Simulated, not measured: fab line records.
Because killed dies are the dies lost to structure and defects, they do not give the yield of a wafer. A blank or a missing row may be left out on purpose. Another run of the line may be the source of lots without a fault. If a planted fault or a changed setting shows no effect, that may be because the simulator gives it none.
Matching of chambers -- flow nand_harc -- NHARC_A_M0_DEP_32 on pecvd-02: 3 sister chambers
The step deposits SiCN, target thk 30 nm. 6 wafers are shown with their chamber, then 7 later ones without.

WAFERS PAIRED WITH THEIR CHAMBERS
wafer,chamber,heater_power_w (W),rf_fwd_power_W (W)
L083.2,1,536,449.2
L083.4,1,560,448.3
L087.1,2,537,447.3
L087.4,2,565,447.6
L084.2,0,527,450.6
L084.4,0,513,450.6

WAFERS WITH NO CHAMBER GIVEN
wafer,heater_power_w (W),rf_fwd_power_W (W)
L084.5,545,450.1
L086.3,637,448.7
L086.4,542,447.7
L086.6,609,448.9
L097.1,588,449.5
L097.3,570,449.4
L097.4,578,450.5

EACH ONE'S CHAMBER
wafer,from the rows above,in truth
L084.5,can't be placed: 0 or 1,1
L086.3,can't be placed: 1 or 2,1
L086.4,can't be placed: 2 or 1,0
L086.6,can't be placed: 1 or 2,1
L097.1,can't be placed: 1 or 0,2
L097.3,1,1
L097.4,can't be placed: 0 or 1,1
Placed correctly: 1 of 7. These rows do not allow placing 6 (true chamber among the candidates in 4). Placed wrongly: 0.
How it was worked out, from the rows above alone: a wafer's distance from a chamber is the root of the sum, over the readings, of the square of ((its reading less the chamber's mean) divided by the reading's scatter). If the next closest chamber is less than 2 further off than the closest, the wafer can't be placed; otherwise it belongs to the closest. The mean given for a chamber averages the wafers shown for that chamber. How the scatter is found: for the shown wafers, subtract from each reading the mean of its chamber, square and add these, divide the total by (wafers less chambers), then take the root.
